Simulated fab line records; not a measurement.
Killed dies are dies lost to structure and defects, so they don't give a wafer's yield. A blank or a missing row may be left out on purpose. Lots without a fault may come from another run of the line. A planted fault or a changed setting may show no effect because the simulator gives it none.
Which of the tools did it? ; flow n5 finfet ; 29 wafers from 10 lots sampled at 5 of the route's 1938 steps

WHAT THE GAUGES SHOWED, per wafer
N5_BEOL_M3_RS_MEAS_58: a four-point-probe measurement. Usual: for M3_RS the level is 0.69 ohm/sq and the standard deviation is 0.03.
lot;measured;on;M3_RS (ohm/sq);flag
L279;day 8 03:12;film metro-02;0.71 0.72 0.68;
L283;day 8 17:40;film metro-01;0.68 0.73 0.69;
L286;day 9 16:14;film metro-02;0.70 0.69 0.67;
L289;day 10 15:04;film metro-01;0.69 0.69;
L291;day 11 04:19;film metro-02;0.66 0.71 0.66;
L290;day 11 08:22;film metro-02;0.67 0.73 0.65;
L295;day 11 19:16;film metro-02;0.73 0.68 0.70;
L298;day 13 05:24;film metro-02;0.68 0.72 0.65;
L300;day 13 07:49;film metro-01;0.73 0.68 0.70;
L299;day 13 09:32;film metro-02;0.74 0.71 0.68;

N5_BEOL_M4_RC_MEAS_101. Usual: DIBL_N 36.9 mV/V, standard deviation 1.7; DIBL_P 37.3 mV/V, standard deviation 2.3; IOFF_N 0.16 nA/um, standard deviation 0.033; IOFF_P 0.22 nA/um, standard deviation 0.04; ION_N 673 uA/um, standard deviation 12; ION_P 463 uA/um, standard deviation 8; SS_N 71.6 mV/dec, standard deviation 0.58; SS_P 73.4 mV/dec, standard deviation 0.74; VT_N 250 mV, standard deviation 3.2; VT_P -250 mV, standard deviation 3.4.
lot;measured;on;DIBL_N (mV/V);DIBL_P (mV/V);IOFF_N (nA/um);IOFF_P (nA/um);ION_N (uA/um);ION_P (uA/um);SS_N (mV/dec);SS_P (mV/dec);VT_N (mV);VT_P (mV);flag
L279;day 8 13:19;prober-02;35.8 36.7 36.7;38.3 38.5 39.2;0.15 0.16 0.16;0.19 0.20 0.21;669 675 667;455 463 458;71.9 71.5 71.4;74.0 73.6 74.5;251 249 250;-256 -255 -254;
L283;day 9 07:04;prober-01;36.9 34.3 35.0;36.3 33.5 33.1;0.17 0.14 0.13;0.20 0.17 0.16;665 684 660;451 461 446;71.1 70.8 71.4;73.1 73.1 72.3;251 250 253;-252 -257 -257;
L286;day 10 01:18;prober-02;36.2 35.7 37.7;35.5 36.2 37.3;0.13 0.13 0.16;0.18 0.18 0.21;659 655 664;453 452 457;72.0 71.5 72.6;73.3 72.9 72.8;256 255 252;-252 -252 -250;
L289;day 11 02:36;prober-01;38.1 36.4;37.6 37.6;0.16 0.15;0.21 0.22;661 681;458 473;71.7 71.1;73.0 73.7;249 250;-251 -247;
L291;day 11 14:33;prober-01;38.1 38.3 38.3;38.6 38.1 37.8;0.20 0.19 0.18;0.26 0.25 0.24;680 689 686;467 469 465;71.4 71.6 72.5;74.6 73.7 73.2;246 245 245;-248 -248 -248;
L290;day 11 16:25;prober-01;36.9 37.1 37.4;36.1 36.9 37.8;0.15 0.15 0.17;0.25 0.26 0.28;664 666 686;464 464 474;70.8 71.7 71.7;72.6 73.8 72.7;251 252 249;-243 -248 -243;
L295;day 12 09:53;prober-01;37.3 36.8 36.2;38.6 38.4 38.2;0.19 0.18 0.16;0.23 0.25 0.23;678 676 669;463 463 460;72.3 71.2 71.0;73.4 73.5 73.0;248 249 252;-248 -247 -247;
L298;day 13 16:40;prober-02;37.1 34.8 32.6;37.2 35.2 31.7;0.18 0.14 0.10;0.22 0.18 0.15;677 677 650;461 458 449;71.6 70.7 69.9;74.7 72.4 72.3;246 252 257;-251 -254 -259;
L300;day 13 19:45;prober-02;38.6 39.3 37.7;39.3 39.4 38.0;0.18 0.18 0.14;0.24 0.23 0.21;673 669 661;459 459 453;71.7 72.6 72.0;73.9 74.4 73.8;252 251 255;-252 -253 -255;
L299;day 13 20:19;prober-01;34.2 39.0 36.4;36.0 41.1 37.0;0.12 0.20 0.14;0.19 0.27 0.21;669 677 667;467 465 464;71.6 72.0 71.3;72.4 73.9 73.9;256 246 254;-254 -248 -248;

WHICH TOOL RAN EACH LOT (tool, then ch and the chambers of the sampled wafers, then the start)
lot;N5_BEOL_M3_SPUTTER_96;N5_BEOL_M4_DESCUM_16;N5_BEOL_M4_ETCH_64
L279;pvd sputter-02, day 8 02:08;rie diel-02 ch 0,3, day 8 04:16;rie diel-02 ch 0,3, day 8 04:20
L283;pvd sputter-02, day 8 16:37;rie diel-01 ch 0,2,3, day 8 19:19;rie diel-01 ch 0,2,3, day 8 19:23
L286;pvd sputter-01, day 9 15:02;rie diel-02 ch 1,3, day 9 17:33;rie diel-02 ch 1,3, day 9 17:38
L289;pvd sputter-01, day 10 13:41;rie diel-01 ch 0, day 10 17:08;rie diel-01 ch 0, day 10 17:13
L291;pvd sputter-01, day 11 03:02;rie diel-02 ch 0,2,3, day 11 05:19;rie diel-02 ch 0,2,3, day 11 05:23
L290;pvd sputter-03, day 11 07:19;rie diel-02 ch 1,2,3, day 11 09:20;rie diel-02 ch 1,2,3, day 11 09:25
L295;pvd sputter-01, day 11 18:11;rie diel-01 ch 0,1,3, day 11 21:29;rie diel-01 ch 0,1,3, day 11 21:34
L298;pvd sputter-02, day 13 03:58;rie diel-06 ch 0,1,2, day 13 08:26;rie diel-06 ch 0,1,2, day 13 08:31
L300;pvd sputter-03, day 13 06:46;rie diel-06 ch 1,2,3, day 13 11:08;rie diel-06 ch 1,2,3, day 13 11:13
L299;pvd sputter-01, day 13 08:22;rie diel-06 ch 1,2, day 13 11:30;rie diel-06 ch 1,2, day 13 11:35
- N5_BEOL_M3_SPUTTER_96: material Cu, target thk 4.5 nm, time 8.29 s.
- N5_BEOL_M4_DESCUM_16: chemistry O2, time 7 s.
- N5_BEOL_M4_ETCH_64: etches SOC in N2/H2, target depth 75 nm, overetch 22.5 nm, time 121.9 s.

AS READ BY THE TOOLS THEMSELVES (means over the sampled wafers that have a number; for cases with no such wafer, the mark the record gives instead)
N5_BEOL_M3_SPUTTER_96. Usual: throttle valve pct at 29.9 %, with a standard deviation of 1.1.
lot;tool;throttle valve pct (%);flag
L279;pvd sputter-02;28.5;
L283;pvd sputter-02;28.9;
L286;pvd sputter-01;31.1;
L289;pvd sputter-01;30.5;
L291;pvd sputter-01;29.8;
L290;pvd sputter-03;29.6;
L295;pvd sputter-01;29.9;
L298;pvd sputter-02;29.0;
L300;pvd sputter-03;29.7;
L299;pvd sputter-01;30.6;

N5_BEOL_M4_DESCUM_16. Usual: drypump motor current A 5.8 A, standard deviation 0.36; oes product au 0.82 a.u., standard deviation 0.075; rf vpp V 243.6 V, standard deviation 1.2; showerhead plenum p Torr 2.13 Torr, standard deviation 0.061; throttle valve pct 20.46 %, standard deviation 0.26.
lot;tool;drypump motor current A (A);oes product au (a.u.);rf vpp V (V);showerhead plenum p Torr (Torr);throttle valve pct (%);flag
L279;rie diel-02;5.7;0.88;244.3;2.15;20.17;
L283;rie diel-01;5.7;0.81;244.2;2.21;20.57;
L286;rie diel-02;5.5;0.82;242.9;2.16;20.38;
L289;rie diel-01;6.0;0.84;244.7;2.22;20.40;
L291;rie diel-02;5.9;0.83;244.3;2.13;20.19;
L290;rie diel-02;5.7;0.80;244.0;2.14;20.39;
L295;rie diel-01;5.8;0.85;244.3;2.17;20.48;
L298;rie diel-06;6.1;0.84;242.6;2.07;20.58;
L300;rie diel-06;5.9;0.78;242.6;2.07;20.63;
L299;rie diel-06;6.2;0.85;242.6;2.10;20.60;

N5_BEOL_M4_ETCH_64. Usual: bias w 150.1 W, standard deviation 0.44; drypump motor current A 5.8 A, standard deviation 0.36; oes product au 0.62 a.u., standard deviation 0.054; rf vpp V 524.8 V, standard deviation 2; showerhead plenum p Torr 2.57 Torr, standard deviation 0.064; throttle valve pct 17.78 %, standard deviation 0.24.
lot;tool;bias w (W);drypump motor current A (A);oes product au (a.u.);rf vpp V (V);showerhead plenum p Torr (Torr);throttle valve pct (%);flag
L279;rie diel-02;150.0;5.7;0.67;525.6;2.60;17.50;
L283;rie diel-01;149.9;5.8;0.61;526.7;2.66;17.81;
L286;rie diel-02;150.3;5.5;0.62;526.1;2.60;17.65;
L289;rie diel-01;150.2;6.0;0.62;527.0;2.69;17.77;
L291;rie diel-02;137.8;5.9;0.64;497.1;2.58;17.51;OFF
L290;rie diel-02;138.0;5.7;0.61;497.1;2.59;17.62;OFF
L295;rie diel-01;150.0;5.8;0.64;525.0;2.62;17.79;
L298;rie diel-06;149.9;6.1;0.63;522.7;2.51;17.95;
L300;rie diel-06;150.0;5.9;0.59;523.0;2.51;18.00;
L299;rie diel-06;149.9;6.3;0.64;523.6;2.54;17.91;

THE ANSWER, worked out from the rows above alone
Rule: take the mean of a lot's wafers that have a number; if it is more than 3 standard deviations from the usual mean, the lot is off. Also off: a lot with no number at a reading for which 4 or more lots have one. Where the step has rows for the other lots, those lots are counted as sound. Order of review: gauges by route order, followed by the tools' own readings, for which a lot's mean as printed above is used. At the first step where some lot is off, the reading lying furthest off is the one used; lots without a number count as furthest.
Off: L291, L290 (N5_BEOL_M4_ETCH_64, bias w).
If a tool, at that step or one of the process steps before it, ran each lot that is off and ran no sound lot following the first of them, it fits. One fits: rie diel-02 at N5_BEOL_M4_DESCUM_16 and N5_BEOL_M4_ETCH_64. At N5_BEOL_M4_DESCUM_16 its last sound lot is L286 (day 9 17:33), its first lot that is off L291 (day 11 05:19): a fault that began between those two fits.

WHAT HAD BEEN PUT IN BY THE SIMULATOR
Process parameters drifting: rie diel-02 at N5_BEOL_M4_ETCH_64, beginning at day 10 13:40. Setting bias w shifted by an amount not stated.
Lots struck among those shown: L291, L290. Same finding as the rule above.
